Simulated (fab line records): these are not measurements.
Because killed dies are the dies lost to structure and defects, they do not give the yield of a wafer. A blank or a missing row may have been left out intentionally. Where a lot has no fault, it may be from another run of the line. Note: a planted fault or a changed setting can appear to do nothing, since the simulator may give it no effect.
The tool behind it: which one? + flow n5Finfet + 23 lots, 69 wafers sampled, at 6 steps of a route of 1938

== WHAT THE GAUGES SHOWED, per wafer ==
The record holds no reading of a measuring or inspecting step that can be judged against a usual standard deviation.

== TOOL THAT RAN EACH LOT (tool first, then ch and the chambers of the sampled wafers, then the start) ==
| lot  | N5_SDB_ETCH_17                   | N5_SDB_ETCH_18                   | N5_HKMG_FIN_STRIP_19               | N5_HKMG_FIN_ETCHBACK_68          | N5_GATE_CUT_ETCHBACK_30          | N5_GATE_CUT_HM_DEP_46           |
|------|----------------------------------|----------------------------------|------------------------------------|----------------------------------|----------------------------------|---------------------------------|
| L074 | rieDiel-01 ch 2,3, day 3 20:44   | rieDiel-01 ch 2,3, day 3 20:46   | plasmaAsher-02 ch 0,1, day 4 06:38 | rieMetal-01 ch 0,1, day 4 08:44  | rieMetal-03 ch 1, day 4 10:45    | pecvd-01 ch 0,2, day 4 13:45    |
| L075 | rieDiel-01 ch 0,1,2, day 3 23:02 | rieDiel-01 ch 0,1,2, day 3 23:04 | plasmaAsher-02 ch 0,1, day 4 08:37 | rieMetal-01 ch 0,1, day 4 10:38  | rieMetal-03 ch 0,1, day 4 12:40  | pecvd-03 ch 0,1, day 4 15:56    |
| L076 | rieDiel-01 ch 0,2,3, day 4 06:06 | rieDiel-01 ch 0,2,3, day 4 06:08 | plasmaAsher-01 ch 0,1, day 4 15:44 | rieMetal-02 ch 0,1, day 4 17:40  | rieMetal-03 ch 0,1, day 4 19:39  | pecvd-04 ch 0,1, day 4 22:38    |
| L077 | rieDiel-01 ch 2,3, day 4 11:20   | rieDiel-01 ch 2,3, day 4 11:22   | plasmaAsher-02 ch 0,1, day 4 21:39 | rieMetal-02 ch 0,1, day 4 23:40  | rieMetal-02 ch 0,1, day 5 01:41  | pecvd-01 ch 0,1,2, day 5 05:25  |
| L078 | rieDiel-01 ch 0,1,2, day 4 18:49 | rieDiel-01 ch 0,1,2, day 4 18:50 | plasmaAsher-02 ch 0,1, day 5 04:33 | rieMetal-02 ch 0,1, day 5 06:40  | rieMetal-02 ch 0,1, day 5 08:41  | pecvd-03 ch 0,2, day 5 11:41    |
| L079 | rieDiel-01 ch 1,2,3, day 5 01:19 | rieDiel-01 ch 1,2,3, day 5 01:22 | plasmaAsher-02 ch 0,1, day 5 11:07 | rieMetal-01 ch 0, day 5 13:08    | rieMetal-01 ch 0,1, day 5 15:09  | pecvd-04 ch 1,2, day 5 18:14    |
| L080 | rieDiel-01 ch 1,2,3, day 5 08:55 | rieDiel-01 ch 1,2,3, day 5 08:56 | plasmaAsher-02 ch 0,1, day 5 18:44 | rieMetal-03 ch 0,1, day 5 20:41  | rieMetal-01 ch 0,1, day 5 22:40  | pecvd-01 ch 0,1,2, day 6 01:56  |
| L081 | rieDiel-04 ch 1,2, day 5 12:34   | rieDiel-04 ch 1,2, day 5 12:37   | plasmaAsher-02 ch 0,1, day 5 22:05 | rieMetal-01 ch 0,1, day 6 00:08  | rieMetal-01 ch 0,1, day 6 02:07  | pecvd-03 ch 0,2, day 6 05:10    |
| L082 | rieDiel-04 ch 0,1,3, day 5 15:53 | rieDiel-04 ch 0,1,3, day 5 15:55 | plasmaAsher-01 ch 0,1, day 6 01:26 | rieMetal-01 ch 0,1, day 6 03:29  | rieMetal-02 ch 0,1, day 6 05:29  | pecvd-04 ch 0,1,2, day 6 08:29  |
| L083 | rieDiel-01 ch 1,2, day 5 22:05   | rieDiel-01 ch 1,2, day 5 22:07   | plasmaAsher-02 ch 0,1, day 6 07:49 | rieMetal-01 ch 0,1, day 6 09:51  | rieMetal-03 ch 0,1, day 6 11:58  | pecvd-01 ch 1,2, day 6 15:04    |
| L084 | rieDiel-01 ch 0,2,3, day 6 04:52 | rieDiel-01 ch 0,2,3, day 6 04:55 | plasmaAsher-01 ch 0,1, day 6 15:13 | rieMetal-02 ch 0,1, day 6 17:14  | rieMetal-03 ch 0,1, day 6 19:19  | pecvd-03 ch 1,2, day 6 22:20    |
| L085 | rieDiel-05 ch 1,3, day 6 15:02   | rieDiel-05 ch 1,3, day 6 15:04   | plasmaAsher-02 ch 0,1, day 7 00:52 | rieMetal-01 ch 0,1, day 7 02:53  | rieMetal-02 ch 0, day 7 04:54    | pecvd-01 ch 0,1,2, day 7 07:53  |
| L086 | rieDiel-04 ch 2,3, day 6 22:14   | rieDiel-04 ch 2,3, day 6 22:17   | plasmaAsher-01 ch 0,1, day 7 08:25 | rieMetal-03 ch 0,1, day 7 10:26  | rieMetal-01 ch 0,1, day 7 12:35  | pecvd-03 ch 1,2, day 7 15:35    |
| L087 | rieDiel-05 ch 2,3, day 7 07:31   | rieDiel-05 ch 2,3, day 7 07:34   | plasmaAsher-01 ch 0,1, day 7 18:04 | rieMetal-03 ch 0,1, day 7 20:13  | rieMetal-02 ch 0,1, day 7 22:14  | pecvd-04 ch 0,1, day 8 01:20    |
| L088 | rieDiel-05 ch 1,2,3, day 7 07:53 | rieDiel-05 ch 1,2,3, day 7 07:55 | plasmaAsher-02 ch 0,1, day 7 17:28 | rieMetal-02 ch 0,1, day 7 19:28  | rieMetal-01 ch 0,1, day 7 21:31  | pecvd-03 ch 0,1,2, day 8 00:31  |
| L089 | rieDiel-05 ch 0,1,2, day 7 20:34 | rieDiel-05 ch 0,1,2, day 7 20:37 | plasmaAsher-02 ch 1, day 8 06:30   | rieMetal-02 ch 0, day 8 08:33    | rieMetal-01 ch 1, day 8 10:34    | pecvd-03 ch 0,2, day 8 13:34    |
| L090 | rieDiel-01 ch 1,2, day 8 02:57   | rieDiel-01 ch 1,2, day 8 02:59   | plasmaAsher-02 ch 0,1, day 8 12:50 | rieMetal-02 ch 0,1, day 8 14:53  | rieMetal-02 ch 0,1, day 8 16:54  | pecvd-04 ch 0,2, day 8 20:23    |
| L092 | rieDiel-05 ch 0,2, day 8 11:31   | rieDiel-05 ch 0,2, day 8 11:34   | plasmaAsher-01 ch 0,1, day 8 21:36 | rieMetal-03 ch 0,1, day 8 23:38  | rieMetal-01 ch 0,1, day 9 01:39  | pecvd-01 ch 0,1,2, day 9 04:38  |
| L093 | rieDiel-01 ch 1,2, day 8 14:07   | rieDiel-01 ch 1,2, day 8 14:09   | plasmaAsher-02 ch 0,1, day 9 00:10 | rieMetal-01 ch 0,1, day 9 02:11  | rieMetal-01 ch 0,1, day 9 04:17  | pecvd-03 ch 1,2, day 9 07:17    |
| L094 | rieDiel-04 ch 1,2, day 8 22:24   | rieDiel-04 ch 1,2, day 8 22:26   | plasmaAsher-01 ch 0,1, day 9 08:41 | rieMetal-03 ch 0,1, day 9 10:51  | rieMetal-02 ch 0,1, day 9 12:53  | pecvd-03 ch 0,1,2, day 9 16:06  |
| L095 | rieDiel-05 ch 0,1,2, day 9 00:53 | rieDiel-05 ch 0,1,2, day 9 00:55 | plasmaAsher-02 ch 0,1, day 9 11:21 | rieMetal-01 ch 0,1, day 9 13:24  | rieMetal-02 ch 0,1, day 9 15:25  | pecvd-03 ch 1,2, day 9 18:25    |
| L096 | rieDiel-04 ch 2,3, day 9 11:17   | rieDiel-04 ch 2,3, day 9 11:20   | plasmaAsher-02 ch 0,1, day 9 22:38 | rieMetal-03 ch 0,1, day 10 00:38 | rieMetal-01 ch 0, day 10 02:40   | pecvd-01 ch 0,1,2, day 10 05:50 |
| L097 | rieDiel-01 ch 1,2, day 9 13:11   | rieDiel-01 ch 1,2, day 9 13:13   | plasmaAsher-01 ch 0,1, day 9 23:49 | rieMetal-01 ch 0,1, day 10 01:47 | rieMetal-02 ch 0,1, day 10 03:46 | pecvd-04 ch 0,2, day 10 06:44   |
- N5_SDB_ETCH_17: etches SiARC in CF4, target depth 23.4 nm, time 39 s.
- N5_SDB_ETCH_18: etches SOC in N2/H2, target depth 100 nm, overetch 20 nm, time 150 s.
- N5_HKMG_FIN_STRIP_19: strips in N2/H2, time 360 s.
- N5_HKMG_FIN_ETCHBACK_68: etches the open film in Cl2/Ar, stops on HfO2, target depth 0.5 nm.
- N5_GATE_CUT_ETCHBACK_30: etches TiN in Cl2/Ar, target depth 3 nm.
- N5_GATE_CUT_HM_DEP_46: deposits SiO2 from TEOS/O2, target thk 130 nm, time 26.6 s.

== AS READ BY THE TOOLS THEMSELVES (means over the sampled wafers that have a number; for cases with no such wafer, the mark the record gives instead) ==
N5_SDB_ETCH_17.
| lot  | tool       | drypumpMotorCurrentA (A) | etchRfOnTimeS (s) | oesProductAu (a.u.) | rfVppV (V) | showerheadPlenumPTorr (Torr) | throttleValvePct (%) |
|------|------------|--------------------------|-------------------|---------------------|------------|------------------------------|----------------------|
| L074 | rieDiel-01 | 5.6                      | 38.1              | 0.73                | 184.5      | 2.19                         | 15.47                |
| L075 | rieDiel-01 | 5.5                      | 39.5              | 0.77                | 184.9      | 2.15                         | 15.42                |
| L076 | rieDiel-01 | 5.8                      | 39.6              | 0.74                | 184.2      | 2.17                         | 15.44                |
| L077 | rieDiel-01 | 5.8                      | 39.4              | 0.67                | 185.0      | 2.20                         | 15.57                |
| L078 | rieDiel-01 | 5.5                      | 39.3              | 0.75                | 183.2      | 2.14                         | 15.44                |
| L079 | rieDiel-01 | 5.5                      | 39.3              | 0.67                | 185.2      | 2.18                         | 15.56                |
| L080 | rieDiel-01 | 5.5                      | 38.9              | 0.68                | 183.7      | 2.18                         | 15.57                |
| L081 | rieDiel-04 | 5.7                      | 40.4              | 0.60                | 184.5      | 2.16                         | 15.89                |
| L082 | rieDiel-04 | 5.5                      | 39.8              | 0.59                | 183.8      | 2.14                         | 15.62                |
| L083 | rieDiel-01 | 5.3                      | 39.1              | 0.69                | 184.2      | 2.15                         | 15.54                |
| L084 | rieDiel-01 | 5.8                      | 39.8              | 0.71                | 184.7      | 2.16                         | 15.47                |
| L085 | rieDiel-05 | 5.4                      | 40.0              | 0.67                | 184.0      | 2.13                         | 15.45                |
| L086 | rieDiel-04 | 5.2                      | 39.6              | 0.59                | 184.9      | 2.20                         | 15.70                |
| L087 | rieDiel-05 | 5.2                      | 36.8              | 0.64                | 183.3      | 2.13                         | 15.81                |
| L088 | rieDiel-05 | 5.4                      | 38.6              | 0.66                | 184.7      | 2.09                         | 15.68                |
| L089 | rieDiel-05 | 5.4                      | 39.3              | 0.65                | 182.4      | 2.04                         | 15.73                |
| L090 | rieDiel-01 | 5.3                      | 39.0              | 0.69                | 184.0      | 2.16                         | 15.52                |
| L092 | rieDiel-05 | 5.2                      | 38.4              | 0.63                | 182.6      | 2.03                         | 15.88                |
| L093 | rieDiel-01 | 5.3                      | 38.4              | 0.70                | 184.4      | 2.16                         | 15.52                |
| L094 | rieDiel-04 | 5.6                      | 40.7              | 0.57                | 183.5      | 2.08                         | 15.87                |
| L095 | rieDiel-05 | 5.4                      | 39.2              | 0.65                | 183.3      | 2.04                         | 15.74                |
| L096 | rieDiel-04 | 5.5                      | 39.6              | 0.65                | 184.8      | 2.19                         | 15.72                |
| L097 | rieDiel-01 | 5.3                      | 39.1              | 0.69                | 184.1      | 2.15                         | 15.55                |

N5_SDB_ETCH_18.
| lot  | tool       | drypumpMotorCurrentA (A) | oesProductAu (a.u.) | rfVppV (V) | showerheadPlenumPTorr (Torr) | throttleValvePct (%) |
|------|------------|--------------------------|---------------------|------------|------------------------------|----------------------|
| L074 | rieDiel-01 | 5.6                      | 0.75                | 525.9      | 2.60                         | 17.64                |
| L075 | rieDiel-01 | 5.5                      | 0.81                | 523.9      | 2.54                         | 17.59                |
| L076 | rieDiel-01 | 5.8                      | 0.78                | 525.0      | 2.57                         | 17.63                |
| L077 | rieDiel-01 | 5.8                      | 0.70                | 526.0      | 2.63                         | 17.79                |
| L078 | rieDiel-01 | 5.6                      | 0.79                | 524.1      | 2.54                         | 17.61                |
| L079 | rieDiel-01 | 5.5                      | 0.71                | 525.6      | 2.59                         | 17.76                |
| L080 | rieDiel-01 | 5.5                      | 0.71                | 524.7      | 2.59                         | 17.77                |
| L081 | rieDiel-04 | 5.7                      | 0.64                | 524.3      | 2.54                         | 17.97                |
| L082 | rieDiel-04 | 5.6                      | 0.62                | 523.0      | 2.55                         | 17.90                |
| L083 | rieDiel-01 | 5.3                      | 0.72                | 524.2      | 2.56                         | 17.75                |
| L084 | rieDiel-01 | 5.8                      | 0.76                | 525.0      | 2.56                         | 17.66                |
| L085 | rieDiel-05 | 5.4                      | 0.70                | 523.1      | 2.52                         | 17.64                |
| L086 | rieDiel-04 | 5.3                      | 0.62                | 525.9      | 2.61                         | 17.93                |
| L087 | rieDiel-05 | 5.2                      | 0.65                | 522.8      | 2.53                         | 17.93                |
| L088 | rieDiel-05 | 5.5                      | 0.69                | 522.3      | 2.48                         | 17.90                |
| L089 | rieDiel-05 | 5.4                      | 0.68                | 519.7      | 2.42                         | 18.01                |
| L090 | rieDiel-01 | 5.3                      | 0.73                | 524.2      | 2.55                         | 17.67                |
| L092 | rieDiel-05 | 5.1                      | 0.65                | 520.0      | 2.41                         | 18.16                |
| L093 | rieDiel-01 | 5.3                      | 0.72                | 524.3      | 2.55                         | 17.67                |
| L094 | rieDiel-04 | 5.6                      | 0.62                | 522.2      | 2.47                         | 18.05                |
| L095 | rieDiel-05 | 5.4                      | 0.67                | 519.6      | 2.42                         | 18.02                |
| L096 | rieDiel-04 | 5.5                      | 0.69                | 525.3      | 2.59                         | 17.79                |
| L097 | rieDiel-01 | 5.3                      | 0.72                | 523.9      | 2.55                         | 17.70                |

N5_HKMG_FIN_STRIP_19.
| lot  | tool           | drypumpMotorCurrentA (A) | heaterPowerW (W) |
|------|----------------|--------------------------|------------------|
| L074 | plasmaAsher-02 | 5.4                      | 447              |
| L075 | plasmaAsher-02 | 6.1                      | 452              |
| L076 | plasmaAsher-01 | 5.8                      | 459              |
| L077 | plasmaAsher-02 | 5.4                      | 439              |
| L078 | plasmaAsher-02 | 6.1                      | 451              |
| L079 | plasmaAsher-02 | 6.1                      | 451              |
| L080 | plasmaAsher-02 | 6.1                      | 456              |
| L081 | plasmaAsher-02 | 5.4                      | 449              |
| L082 | plasmaAsher-01 | 6.1                      | 450              |
| L083 | plasmaAsher-02 | 5.4                      | 439              |
| L084 | plasmaAsher-01 | 5.8                      | 469              |
| L085 | plasmaAsher-02 | 6.1                      | 450              |
| L086 | plasmaAsher-01 | 5.8                      | 469              |
| L087 | plasmaAsher-01 | 5.8                      | 460              |
| L088 | plasmaAsher-02 | 6.1                      | 451              |
| L089 | plasmaAsher-02 | 4.8                      | 428              |
| L090 | plasmaAsher-02 | 6.1                      | 452              |
| L092 | plasmaAsher-01 | 5.7                      | 470              |
| L093 | plasmaAsher-02 | 6.1                      | 446              |
| L094 | plasmaAsher-01 | 5.8                      | 473              |
| L095 | plasmaAsher-02 | 6.1                      | 451              |
| L096 | plasmaAsher-02 | 5.4                      | 443              |
| L097 | plasmaAsher-01 | 6.1                      | 460              |

N5_HKMG_FIN_ETCHBACK_68.
| lot  | tool        | drypumpMotorCurrentA (A) | oesProductAu (a.u.) | throttleValvePct (%) |
|------|-------------|--------------------------|---------------------|----------------------|
| L074 | rieMetal-01 | 5.4                      | 0.79                | 20.87                |
| L075 | rieMetal-01 | 5.1                      | 0.77                | 20.81                |
| L076 | rieMetal-02 | 6.1                      | 0.76                | 21.12                |
| L077 | rieMetal-02 | 6.0                      | 0.76                | 21.11                |
| L078 | rieMetal-02 | 6.0                      | 0.75                | 21.12                |
| L079 | rieMetal-01 | 5.6                      | 0.76                | 20.97                |
| L080 | rieMetal-03 | 6.0                      | 0.73                | 20.85                |
| L081 | rieMetal-01 | 5.1                      | 0.80                | 20.78                |
| L082 | rieMetal-01 | 5.4                      | 0.77                | 20.88                |
| L083 | rieMetal-01 | 5.4                      | 0.77                | 20.88                |
| L084 | rieMetal-02 | 6.1                      | 0.74                | 21.13                |
| L085 | rieMetal-01 | 5.4                      | 0.77                | 20.88                |
| L086 | rieMetal-03 | 5.9                      | 0.80                | 20.89                |
| L087 | rieMetal-03 | 6.0                      | 0.72                | 20.86                |
| L088 | rieMetal-02 | 6.2                      | 0.77                | 21.12                |
| L089 | rieMetal-02 | 5.9                      | 0.71                | 21.14                |
| L090 | rieMetal-02 | 6.1                      | 0.77                | 21.13                |
| L092 | rieMetal-03 | 5.9                      | 0.79                | 20.91                |
| L093 | rieMetal-01 | 5.2                      | 0.78                | 20.79                |
| L094 | rieMetal-03 | 5.9                      | 0.79                | 20.90                |
| L095 | rieMetal-01 | 5.1                      | 0.77                | 20.79                |
| L096 | rieMetal-03 | 5.8                      | 0.77                | 20.90                |
| L097 | rieMetal-01 | 5.1                      | 0.73                | 20.86                |

N5_GATE_CUT_ETCHBACK_30.
| lot  | tool        | drypumpMotorCurrentA (A) | oesProductAu (a.u.) | throttleValvePct (%) |
|------|-------------|--------------------------|---------------------|----------------------|
| L074 | rieMetal-03 | 6.1                      | 0.65                | 20.81                |
| L075 | rieMetal-03 | 5.8                      | 0.84                | 20.88                |
| L076 | rieMetal-03 | 5.9                      | 0.84                | 20.89                |
| L077 | rieMetal-02 | 6.2                      | 0.80                | 21.10                |
| L078 | rieMetal-02 | 6.1                      | 0.78                | 21.09                |
| L079 | rieMetal-01 | 5.4                      | 0.79                | 20.86                |
| L080 | rieMetal-01 | 5.1                      | 0.82                | 20.76                |
| L081 | rieMetal-01 | 5.4                      | 0.79                | 20.87                |
| L082 | rieMetal-02 | 6.1                      | 0.79                | 21.10                |
| L083 | rieMetal-03 | 5.9                      | 0.81                | 20.89                |
| L084 | rieMetal-03 | 6.0                      | 0.73                | 20.84                |
| L085 | rieMetal-02 | 5.9                      | 0.75                | 21.08                |
| L086 | rieMetal-01 | 5.1                      | 0.79                | 20.76                |
| L087 | rieMetal-02 | 6.2                      | 0.78                | 21.12                |
| L088 | rieMetal-01 | 5.4                      | 0.78                | 20.87                |
| L089 | rieMetal-01 | 4.9                      | 0.82                | 20.65                |
| L090 | rieMetal-02 | 6.0                      | 0.76                | 21.10                |
| L092 | rieMetal-01 | 5.1                      | 0.81                | 20.75                |
| L093 | rieMetal-01 | 5.1                      | 0.80                | 20.76                |
| L094 | rieMetal-02 | 6.2                      | 0.76                | 21.12                |
| L095 | rieMetal-02 | 6.2                      | 0.77                | 21.12                |
| L096 | rieMetal-01 | 5.6                      | 0.75                | 20.99                |
| L097 | rieMetal-02 | 6.2                      | 0.77                | 21.11                |

N5_GATE_CUT_HM_DEP_46.
| lot  | tool     | heaterPowerW (W) | showerheadPlenumPTorr (Torr) | throttleValvePct (%) |
|------|----------|------------------|------------------------------|----------------------|
| L074 | pecvd-01 | 484              | 8.34                         | 17.9                 |
| L075 | pecvd-03 | 525              | 8.31                         | 20.0                 |
| L076 | pecvd-04 | 568              | 8.33                         | 19.9                 |
| L077 | pecvd-01 | 500              | 8.35                         | 18.0                 |
| L078 | pecvd-03 | 542              | 8.33                         | 19.6                 |
| L079 | pecvd-04 | 568              | 8.36                         | 18.8                 |
| L080 | pecvd-01 | 457              | 8.35                         | 18.2                 |
| L081 | pecvd-03 | 550              | 8.37                         | 18.7                 |
| L082 | pecvd-04 | 544              | 8.33                         | 19.1                 |
| L083 | pecvd-01 | 510              | 8.37                         | 18.5                 |
| L084 | pecvd-03 | 548              | 8.33                         | 18.4                 |
| L085 | pecvd-01 | 535              | 8.37                         | 18.2                 |
| L086 | pecvd-03 | 499              | 8.34                         | 18.6                 |
| L087 | pecvd-04 | 633              | 8.34                         | 20.0                 |
| L088 | pecvd-03 | 547              | 8.35                         | 19.2                 |
| L089 | pecvd-03 | 591              | 8.33                         | 19.6                 |
| L090 | pecvd-04 | 604              | 8.30                         | 18.6                 |
| L092 | pecvd-01 | 515              | 8.34                         | 18.3                 |
| L093 | pecvd-03 | 547              | 8.34                         | 18.4                 |
| L094 | pecvd-03 | 556              | 8.34                         | 19.1                 |
| L095 | pecvd-03 | 480              | 8.34                         | 18.3                 |
| L096 | pecvd-01 | 456              | 8.36                         | 18.1                 |
| L097 | pecvd-04 | 546              | 8.31                         | 19.5                 |

== THE ANSWER, worked out from the rows above alone ==
Rule: what is usual is taken from the lots themselves. The widest of any qualifying gaps counts: lots, ordered by their means at a reading, are off when they make up no more than a third of the lots, leave a main group of 4 or more, and stand apart from it by 3 or more times the standard deviation of that group's means. The tables above print the reading to a certain number of digits; a main group whose means all agree to those digits is not used. A lot without any number at a reading at which 4 lots or more have one is off too. Where the step has rows for the other lots, those lots are counted as sound. Order of review: gauges by route order, followed by the tools' own readings, for which a lot's mean as printed above is used. At the first step where some lot is off, the reading lying furthest off is the one used; lots without a number count as furthest.
None of the lots is off at any reading shown; this tells nothing.

== WHAT HAD BEEN PUT IN BY THE SIMULATOR ==
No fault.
